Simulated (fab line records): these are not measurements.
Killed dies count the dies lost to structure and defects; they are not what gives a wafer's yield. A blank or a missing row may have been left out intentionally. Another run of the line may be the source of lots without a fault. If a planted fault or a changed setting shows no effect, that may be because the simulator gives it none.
fab line records ; flow nand_harc
record: lots: 12; wafers: 36; last_day: 33
route steps=1302 shown P_M1@302 P_M2@330 END@1302
lots untouched by any fault: they come from a run of this same line in which no faults occurred
start_h: hours from the record's first day to the start of the lot's first wafer shown ; wait_h: hours from the lot's prior step to this one ; " the same as in the row above ; L1.1+2: a row that stands for several wafers ; - either no value or no given start ; * or withheld: withheld ; < > ~ a bound
route shown NAME@n: NAME is a module with steps in the file, n the number in the route of the first one ; usual: mean and standard deviation over wafers with no fault ; same: alike in all rows ; chamber/n: place in a boat ; sites: readings site by site ; _std_site: the values' standard deviation ; _edge_site: inner sites' mean taken away from outer sites' mean ; radius_mm: for every site, how far away it sits from the centre of the wafer ; mask NAME#n: copy n ; behind: the tool/chamber that last shaped the wafer ; hold: the reason the lot was held/the length of the hold in hours/how it ended ; device: whichever transistor did not switch (one of n, p or np) ; end of line: tests run on the same wafers once the route is complete ; a step with no rows: only its recipe ; killed: at the first sort, the dies lost to defects and structure; wafer yield is something else ; map: a wafer's dies, x killed, . not, _ none there
set.NAME: the run value of the setting; set.NAME@STEP: its run value at that earlier step ; model.NAME: the simulator's own value behind a step, which no gauge read
a sample of lots followed through the steps of the route, with each step as a table and each wafer as a row
services: a tool's chamber out of use, with start hour (start_h, from the record's first day; less than 0 if before it), hours out, and reason
== steps ==
step: NHARC_P_M1_STRIP_18
recipe: power_w: 1000; n2_flow_sccm: 150; h2_flow_sccm: 150; ar_flow_sccm: 0; bias_w: 0; chemistry: N2/H2
usual: drypump_motor_current_A: 5.7/0.39; oes_product_au: 1.003/0.013; rf_vpp_V: 90.7/0.99; showerhead_plenum_p_Torr: 2.05/0.091; throttle_valve_pct: 14.172/0.0088
lot.wafer;tool;chamber;start_h;wait_h;drypump_motor_current_A;oes_product_au;rf_hours_counter_h;rf_vpp_V;showerhead_plenum_p_Torr;throttle_valve_pct
L161.1;rie_diel-08;3;131.49;0.1;5.6;1.015;7;91.3;1.96;14.178
L161.3;rie_diel-08;0;131.49;0.1;5.5;1.032;8;89.8;2.00;14.178
L161.6;rie_diel-08;2;131.49;0.1;5.8;1.004;-;91.7;2.21;14.174
L163.4;rie_diel-11;0;144.96;0.1;5.4;1.019;5;90.4;1.99;14.161
L163.5;rie_diel-11;2;144.96;0.1;5.4;0.999;-;90.5;2.17;14.184
L163.6;rie_diel-11;3;144.96;0.1;6.2;1.024;-;91.4;2.09;14.176
L170.3;rie_diel-11;1;220.25;0.1;6.3;0.996;13;88.5;2.03;14.172
L170.2;rie_diel-11;3;220.25;0.1;6.1;1.014;14;89.3;2.08;14.167
L170.6;rie_diel-11;1;220.25;0.1;6.3;0.992;-;91.5;2.03;14.174
L171.1;rie_diel-08;1;238.26;0.1;5.7;1.012;3;87.9;1.96;14.182
L171.5;rie_diel-08;1;238.26;0.1;5.7;1.012;-;89.2;1.96;14.178
L171.6;rie_diel-08;2;238.26;0.1;5.8;0.987;-;90.3;2.21;14.179
L174.1;rie_diel-08;0;251.79;0.1;5.5;0.997;4;90.8;2.00;14.172
L174.5;rie_diel-08;3;251.79;0.1;5.6;0.999;-;90.6;1.96;14.159
L174.6;rie_diel-08;0;251.79;0.1;5.5;0.998;-;89.8;2.00;14.173
L177.3;rie_diel-08;0;290.38;0.1;5.5;0.998;7;90.0;2.00;14.165
L177.2;rie_diel-08;1;290.38;0.1;5.6;1.001;7;90.2;1.96;14.187
L177.6;rie_diel-08;2;290.38;0.1;5.8;0.992;-;90.7;2.20;14.166
L178.4;rie_diel-11;2;291.76;0.1;5.3;1.017;2;91.2;2.17;14.168
L178.1;rie_diel-11;0;291.76;0.1;5.4;1.004;2;89.6;1.98;14.166
L178.5;rie_diel-11;1;291.76;0.1;6.3;0.996;-;92.1;2.03;14.177
L179.1;rie_diel-08;0;308.15;0.1;5.5;0.998;7;90.5;2.00;14.140
L179.4;rie_diel-08;1;308.15;0.1;5.6;1.008;7;89.3;1.96;14.164
L179.2;rie_diel-08;3;308.15;0.1;5.6;1.009;8;88.9;1.96;14.176
L180.2;rie_diel-11;3;312.79;0.1;6.2;1.024;4;91.4;2.08;14.172
L180.4;rie_diel-11;0;312.79;0.1;5.4;0.997;4;91.2;1.98;14.165
L180.6;rie_diel-11;3;312.79;0.1;6.2;1.027;-;90.6;2.08;14.169
L182.4;rie_diel-08;3;341.98;0.1;5.6;1.006;10;89.2;1.96;14.168
L182.3;rie_diel-08;1;341.98;0.1;5.6;1.014;10;91.0;1.96;14.164
L182.5;rie_diel-08;3;341.98;0.1;5.6;1.006;-;91.1;1.96;14.162
L184.3;rie_diel-13;0;352.27;0.1;5.3;1.008;0;90.2;2.04;14.173
L184.2;rie_diel-13;1;352.27;0.1;6.5;1.009;0;91.0;2.20;14.191
L184.5;rie_diel-13;0;352.27;0.1;5.3;1.003;-;92.1;2.04;14.164
L183.3;rie_diel-08;2;352.70;0.1;5.8;0.997;10;90.3;2.20;14.167
L183.2;rie_diel-08;0;352.70;0.1;5.5;1.014;11;91.0;2.00;14.186
L183.5;rie_diel-08;2;352.70;0.1;5.8;1.007;-;91.4;2.20;14.180
step: NHARC_P_M1_CMP_23
recipe: t_overpolish_s: 20; target_thk_nm: 157.82
usual: motor_current_A: 11.9/1.1; time_to_endpoint_s: 29/3.5
lot.wafer;tool;chamber;start_h;wait_h;motor_current_A;time_to_endpoint_s
L161.3;cmp-02;0;133.23;-;11.5;35
L161.1;cmp-02;1;133.23;-;12.7;29
L161.6;cmp-02;2;133.23;-;11.3;34
L163.4;cmp-01;2;146.68;-;10.2;27
L163.5;cmp-01;2;146.68;-;10.6;27
L163.6;cmp-01;3;146.68;-;12.5;26
L170.2;cmp-01;1;222.00;-;10.5;30
L170.3;cmp-01;3;222.00;-;12.3;27
L170.6;cmp-01;0;222.00;-;12.5;28
L171.1;cmp-01;3;239.98;-;12.4;27
L171.5;cmp-01;3;239.98;-;11.5;26
L171.6;cmp-01;0;239.98;-;13.0;30
L174.1;cmp-04;2;253.57;-;11.6;26
L174.5;cmp-04;0;253.57;-;13.4;35
L174.6;cmp-04;1;253.57;-;11.2;28
L177.2;cmp-02;3;292.07;-;12.1;31
L177.3;cmp-02;0;292.07;-;11.0;36
L177.6;cmp-02;2;292.07;-;11.3;37
L178.1;cmp-02;1;293.45;-;13.3;28
L178.4;cmp-02;0;293.45;-;11.4;34
L178.5;cmp-02;1;293.45;-;12.6;31
L179.2;cmp-01;1;309.87;-;10.7;29
L179.1;cmp-01;2;309.87;-;10.4;26
L179.4;cmp-01;0;309.87;-;12.6;27
L180.4;cmp-01;2;315.03;-;9.9;26
L180.2;cmp-01;0;315.03;-;12.9;27
L180.6;cmp-01;2;315.03;-;10.2;27
L182.3;cmp-04;2;343.73;-;10.6;27
L182.4;cmp-04;3;343.73;-;13.3;25
L182.5;cmp-04;1;343.73;-;10.6;26
L184.2;cmp-04;0;354.08;-;13.6;35
L184.3;cmp-04;1;354.08;-;10.8;27
L184.5;cmp-04;0;354.08;-;13.5;36
L183.3;cmp-02;3;354.43;-;12.3;26
L183.2;cmp-02;0;354.43;-;11.8;31
L183.5;cmp-02;2;354.43;-;11.6;31
step: NHARC_P_M1_INSPECT_27
usual: raw_defect_count: 326/120
lot.wafer;tool;chamber;start_h;wait_h;raw_defect_count
L161.1;defect_inspect-02;-;133.64;0.0;338
L161.3;defect_inspect-02;-;133.64;0.0;251
L161.6;defect_inspect-02;-;133.64;0.0;387
L163.4;defect_inspect-02;-;147.15;0.0;195
L163.5;defect_inspect-02;-;147.15;0.0;200
L163.6;defect_inspect-02;-;147.15;0.0;164
L170.2;defect_inspect-01;-;222.44;0.0;1581
L170.3;defect_inspect-01;-;222.44;0.0;1418
L170.6;defect_inspect-01;-;222.44;0.0;1615
L171.1;defect_inspect-01;-;240.46;0.0;1966
L171.5;defect_inspect-01;-;240.46;0.0;1611
L171.6;defect_inspect-01;-;240.46;0.0;1885
L174.1;defect_inspect-02;-;253.99;0.0;280
L174.5;defect_inspect-02;-;253.99;0.0;356
L174.6;defect_inspect-02;-;253.99;0.0;276
L177.2;defect_inspect-02;-;292.52;0.0;433
L177.3;defect_inspect-02;-;292.52;0.0;392
L177.6;defect_inspect-02;-;292.52;0.0;283
L178.1;defect_inspect-01;-;293.92;0.0;313
L178.4;defect_inspect-01;-;293.92;0.0;180
L178.5;defect_inspect-01;-;293.92;0.0;335
L179.1;defect_inspect-02;-;310.34;0.0;190
L179.2;defect_inspect-02;-;310.34;0.0;260
L179.4;defect_inspect-02;-;310.34;0.0;322
L180.2;defect_inspect-01;-;315.47;0.0;214
L180.4;defect_inspect-01;-;315.47;0.0;306
L180.6;defect_inspect-01;-;315.47;0.0;384
L182.3;defect_inspect-01;-;344.15;0.0;227
L182.4;defect_inspect-01;-;344.15;0.0;314
L182.5;defect_inspect-01;-;344.15;0.0;304
L184.2;defect_inspect-01;-;354.54;0.1;395
L184.3;defect_inspect-01;-;354.54;0.1;429
L184.5;defect_inspect-01;-;354.54;0.1;368
L183.2;defect_inspect-01;-;354.88;0.0;399
L183.3;defect_inspect-01;-;354.88;0.0;438
L183.5;defect_inspect-01;-;354.88;0.0;537
step: NHARC_P_M1_PRE_CLEAN_32
recipe: time_s: 12; temp_c: 370; rf_power_w: 300; gas: NH3
usual: heater_power_w: 640/79
lot.wafer;tool;chamber;start_h;wait_h;heater_power_w
L161.1;pecvd-02;2;133.71;0.1;692
L161.3;pecvd-02;0;133.71;0.1;616
L161.6;pecvd-02;1;133.71;0.1;827
L163.6;pecvd-02;1;147.26;0.1;788
L163.4;pecvd-02;2;147.26;0.1;619
L163.5;pecvd-02;0;147.26;0.1;505
L170.3;pecvd-04;0;222.51;0.1;540
L170.2;pecvd-04;2;222.51;0.1;704
L170.6;pecvd-04;1;222.51;0.1;620
L171.1;pecvd-02;2;240.55;0.1;588
L171.6;pecvd-02;2;240.55;0.1;580
L171.5;pecvd-02;0;240.55;0.1;614
L174.1;pecvd-03;1;254.08;0.1;615
L174.6;pecvd-03;2;254.08;0.1;625
L174.5;pecvd-03;0;254.08;0.1;666
L177.2;pecvd-02;2;292.58;0.1;615
L177.3;pecvd-02;0;292.58;0.1;533
L177.6;pecvd-02;2;292.58;0.1;624
L178.1;pecvd-02;2;294.00;0.1;650
L178.4;pecvd-02;1;294.00;0.1;844
L178.5;pecvd-02;0;294.00;0.1;564
L179.2;pecvd-03;2;310.41;0.1;592
L179.1;pecvd-03;1;310.41;0.1;662
L179.4;pecvd-03;2;310.41;0.1;602
L180.2;pecvd-02;0;315.56;0.1;570
L180.4;pecvd-02;0;315.56;0.1;589
L180.6;pecvd-02;2;315.56;0.1;576
L182.3;pecvd-04;1;344.22;0.1;597
L182.5;pecvd-04;2;344.22;0.1;655
L182.4;pecvd-04;0;344.22;0.1;579
L184.2;pecvd-03;2;354.61;0.1;617
L184.3;pecvd-03;1;354.61;0.1;617
L184.5;pecvd-03;0;354.61;0.1;623
L183.3;pecvd-02;2;354.96;0.1;565
L183.2;pecvd-02;0;354.96;0.1;553
L183.5;pecvd-02;0;354.96;0.1;548
step: NHARC_P_M1_DEP_33
recipe: target_thk_a: 300; temp_c: 370; target_thk_nm: 30; pressure_torr: 3; flow_sccm: 200; rf_w: 450; material: SiCN
usual: heater_power_w: 584/73
lot.wafer;tool;chamber;start_h;wait_h;heater_power_w
L161.1;pecvd-02;2;133.79;0.1;632
L161.3;pecvd-02;0;133.79;0.1;520
L161.6;pecvd-02;1;133.79;0.1;748
L163.6;pecvd-02;1;147.43;0.2;706
L163.4;pecvd-02;2;147.43;0.2;590
L163.5;pecvd-02;0;147.43;0.2;539
L170.3;pecvd-04;0;222.59;0.1;541
L170.2;pecvd-04;2;222.59;0.1;564
L170.6;pecvd-04;1;222.59;0.1;477
L171.1;pecvd-02;2;240.65;0.1;593
L171.6;pecvd-02;2;240.65;0.1;589
L171.5;pecvd-02;0;240.65;0.1;563
L174.1;pecvd-03;1;254.22;0.1;662
L174.6;pecvd-03;2;254.22;0.1;536
L174.5;pecvd-03;0;254.22;0.1;647
L177.2;pecvd-02;2;292.66;0.1;557
L177.3;pecvd-02;0;292.66;0.1;568
L177.6;pecvd-02;2;292.66;0.1;553
L178.1;pecvd-02;2;294.11;0.1;579
L178.4;pecvd-02;1;294.11;0.1;647
L178.5;pecvd-02;0;294.11;0.1;459
L179.2;pecvd-03;2;310.49;0.1;488
L179.1;pecvd-03;1;310.49;0.1;651
L179.4;pecvd-03;2;310.49;0.1;483
L180.2;pecvd-02;0;315.72;0.1;489
L180.4;pecvd-02;0;315.72;0.1;504
L180.6;pecvd-02;2;315.72;0.1;570
L182.3;pecvd-04;1;344.30;0.1;575
L182.5;pecvd-04;2;344.30;0.1;549
L182.4;pecvd-04;0;344.30;0.1;454
L184.2;pecvd-03;2;354.69;0.1;542
L184.3;pecvd-03;1;354.69;0.1;561
L184.5;pecvd-03;0;354.69;0.1;575
L183.3;pecvd-02;2;355.07;0.1;587
L183.2;pecvd-02;0;355.07;0.1;503
L183.5;pecvd-02;0;355.07;0.1;504
step: NHARC_P_M2_INSPECT_11
usual: raw_defect_count: 5/3.3
lot.wafer;tool;chamber;start_h;wait_h;raw_defect_count
L161.1;defect_inspect-02;-;135.14;0.0;17
L161.3;defect_inspect-02;-;135.14;0.0;8
L161.6;defect_inspect-02;-;135.14;0.0;13
L163.4;defect_inspect-02;-;148.68;0.0;6
L163.5;defect_inspect-02;-;148.68;0.0;6
L163.6;defect_inspect-02;-;148.68;0.0;3
L170.2;defect_inspect-01;-;223.96;0.0;1278
L170.3;defect_inspect-01;-;223.96;0.0;1236
L170.6;defect_inspect-01;-;223.96;0.0;1220
L171.1;defect_inspect-01;-;241.86;0.0;1235
L171.5;defect_inspect-01;-;241.86;0.0;1266
L171.6;defect_inspect-01;-;241.86;0.0;1254
L174.1;defect_inspect-01;-;255.50;0.0;8
L174.5;defect_inspect-01;-;255.50;0.0;10
L174.6;defect_inspect-01;-;255.50;0.0;7
L177.2;defect_inspect-02;-;294.03;0.0;5
L177.3;defect_inspect-02;-;294.03;0.0;10
L177.6;defect_inspect-02;-;294.03;0.0;6
L178.1;defect_inspect-02;-;295.52;0.0;4
L178.4;defect_inspect-02;-;295.52;0.0;1
L178.5;defect_inspect-02;-;295.52;0.0;4
L179.1;defect_inspect-02;-;311.86;0.0;10
L179.2;defect_inspect-02;-;311.86;0.0;12
L179.4;defect_inspect-02;-;311.86;0.0;15
L180.2;defect_inspect-02;-;317.15;0.0;7
L180.4;defect_inspect-02;-;317.15;0.0;6
L180.6;defect_inspect-02;-;317.15;0.0;4
L182.3;defect_inspect-02;-;345.68;0.0;2
L182.4;defect_inspect-02;-;345.68;0.0;4
L182.5;defect_inspect-02;-;345.68;0.0;3
L184.2;defect_inspect-02;-;356.07;0.0;10
L184.3;defect_inspect-02;-;356.07;0.0;10
L184.5;defect_inspect-02;-;356.07;0.0;7
L183.2;defect_inspect-01;-;356.38;0.0;8
L183.3;defect_inspect-01;-;356.38;0.0;6
L183.5;defect_inspect-01;-;356.38;0.0;10
step: NHARC_END_SORT_01
recipe: temp_c: 25
usual: defect_limited_yield: 90/3.1; killed_at_array: 59/20; killed_at_other: 0.8/1.1; killed_at_periphery: 5/3.1; killed_dies: 64/21; killed_open: 3.4/1.9; killed_short: 2.3/1.7
same: gross_dies: 677
lot.wafer;tool;chamber;start_h;wait_h;defect_limited_yield[%];killed_at_array;killed_at_other;killed_at_periphery;killed_dies;killed_open;killed_short
L170.2;prober-02;0;646.36;2.8;15;24;0;554;578;2;0
L170.3;prober-02;0;647.16;3.1;15;32;0;544;576;0;0
L170.6;prober-02;0;649.56;4.0;15;33;0;540;573;1;1
L171.1;prober-01;0;674.46;2.5;15;38;0;540;578;1;0
L171.5;prober-01;0;677.65;3.7;17;35;0;527;562;2;1
L171.6;prober-01;0;678.45;4.0;16;34;0;536;570;5;0
L180.2;prober-01;0;750.44;2.8;89;69;1;5;75;0;1
L180.4;prober-01;0;752.03;3.4;87;79;0;7;86;4;3
L180.6;prober-01;0;753.63;4.0;86;85;2;6;93;3;1
killed by level:class
L170.2 P_M1:unspecified=553 A_SLIT:chamber_film_flake=11 A_CHANNEL_HOLE_D2:chamber_film_flake=5 A_M1:chamber_film_flake=3 A_CONTACT:chamber_film_flake=2 A_CHANNEL_FILL_D2:geometric_particle:open=1 A_STAIRCASE:geometric_particle:open=1 P_STI:chamber_film_flake=1
L170.3 P_M1:unspecified=544 A_SLIT:chamber_film_flake=21 A_CHANNEL_HOLE_D2:chamber_film_flake=4 A_M1:chamber_film_flake=1 A_CONTACT:chamber_film_flake=1 A_STAIRCASE:chamber_film_flake=1 A_DECK1_JOINT:chamber_film_flake=1 A_CHANNEL_HOLE_D1:chamber_film_flake=1
L170.6 P_M1:unspecified=538 A_SLIT:chamber_film_flake=15 A_CHANNEL_HOLE_D2:chamber_film_flake=7 A_M1:chamber_film_flake=2 A_CONTACT:chamber_film_flake=2 A_CHANNEL_HOLE_D1:chamber_film_flake=2 A_ZERO_WELL:chamber_film_flake=2 A_CHANNEL_HOLE_D1:geometric_particle:open=1
L171.1 P_M1:unspecified=538 A_CHANNEL_HOLE_D1:chamber_film_flake=18 A_SLIT:chamber_film_flake=12 A_CONTACT:chamber_film_flake=4 P_CONTACT:geometric_particle:open=1 P_GATE:chamber_film_flake=1 A_CHANNEL_HOLE_D2:chamber_film_flake=1 A_STAIRCASE:chamber_film_flake=1
L171.5 P_M1:unspecified=525 A_CHANNEL_HOLE_D1:chamber_film_flake=18 A_SLIT:chamber_film_flake=12 P_M1:geometric_particle:short=1 A_CONTACT:geometric_particle:open=1 A_M1:geometric_particle:open=1 P_GATE:chamber_film_flake=1 A_CHANNEL_HOLE_D2:unspecified=1
L171.6 P_M1:unspecified=533 A_CHANNEL_HOLE_D1:chamber_film_flake=17 A_SLIT:chamber_film_flake=14 P_M0:geometric_particle:open=2 P_M2:geometric_particle:open=1 A_ONON_D2:geometric_particle:open=1 A_CONTACT:geometric_particle:open=1 A_M1:chamber_film_flake=1
L180.2 A_CHANNEL_HOLE_D1:chamber_film_flake=32 A_SLIT:chamber_film_flake=24 A_CONTACT:chamber_film_flake=6 A_WL_FILL:chamber_film_flake=3 P_CONTACT:chamber_film_flake=2 A_CHANNEL_FILL_D1:chamber_film_flake=2 A_CHANNEL_FILL_D2:geometric_particle:short=1 P_STI:chamber_film_flake=1
L180.4 A_CHANNEL_HOLE_D1:chamber_film_flake=32 A_SLIT:chamber_film_flake=22 A_CHANNEL_FILL_D1:chamber_film_flake=5 A_WL_FILL:chamber_film_flake=5 A_CONTACT:chamber_film_flake=5 P_M2:chamber_film_flake=4 A_BLC:geometric_particle:open=2 P_CONTACT:chamber_film_flake=2
L180.6 A_CHANNEL_HOLE_D1:chamber_film_flake=38 A_SLIT:chamber_film_flake=31 A_CONTACT:chamber_film_flake=4 A_WL_FILL:chamber_film_flake=3 P_M0:geometric_particle:open=2 A_CHANNEL_HOLE_D2:chamber_film_flake=2 A_STAIRCASE:chamber_film_flake=2 A_SGD_CUT:chamber_film_flake=2
== services ==
tool;chamber;start_h;hours;kind
cmp-02;-;134.73;4.0;pm
rie_diel-08;1;151.33;4.0;repair
rie_diel-08;-;154.47;1.6;repair
pecvd-02;1;176.22;12.1;repair
rie_diel-08;0;176.66;12.7;repair
pecvd-03;-;185.00;13.0;pm
cmp-01;-;185.50;4.0;pm
rie_diel-08;-;190.81;9.0;pm
cmp-02;-;220.06;8.7;repair
pecvd-02;-;227.41;13.0;pm
pecvd-03;1;230.68;21.7;repair
cmp-02;-;232.07;4.3;repair
pecvd-03;2;237.38;6.5;repair
pecvd-04;2;248.93;13.7;repair
cmp-01;-;252.50;6.7;repair
rie_diel-11;-;255.52;9.0;pm
cmp-01;-;261.77;1.7;repair
pecvd-04;-;269.16;13.0;pm
cmp-01;-;283.50;4.0;pm
pecvd-02;1;314.16;11.0;repair
cmp-02;-;315.41;7.4;repair
pecvd-02;0;322.43;4.2;repair
cmp-01;-;329.61;1.7;repair
cmp-02;-;334.33;4.0;pm
== key ==
first_sign: step: NHARC_P_M1_INSPECT_27; reading: raw_defect_count; direction: up; sigmas: 11; usual: 326; struck: 1679
effect: step: NHARC_P_M2_INSPECT_11; reading: raw_defect_count; direction: up; sigmas: 99+; usual: 5; struck: 1248
effect: step: NHARC_END_SORT_01; reading: killed_at_periphery; direction: up; sigmas: 99+; usual: 5; struck: 540
more_kills_born_at: NHARC_P_M1_CMP_23@cmp-01: 3231
met_at NHARC_P_M1_CMP_23
struck_lots L170,L171
not_acting_at NHARC_P_M1_STRIP_18,NHARC_P_M1_PRE_CLEAN_32,NHARC_P_M1_DEP_33
onset_between 146.68 222.00
fault: kind: chamber_particle_source; tool: cmp-01; chamber: -; onset_h: 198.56; steps: NHARC_P_M1_CMP_23; rate_per_visit_cm2: 1.9153; end_h: 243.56
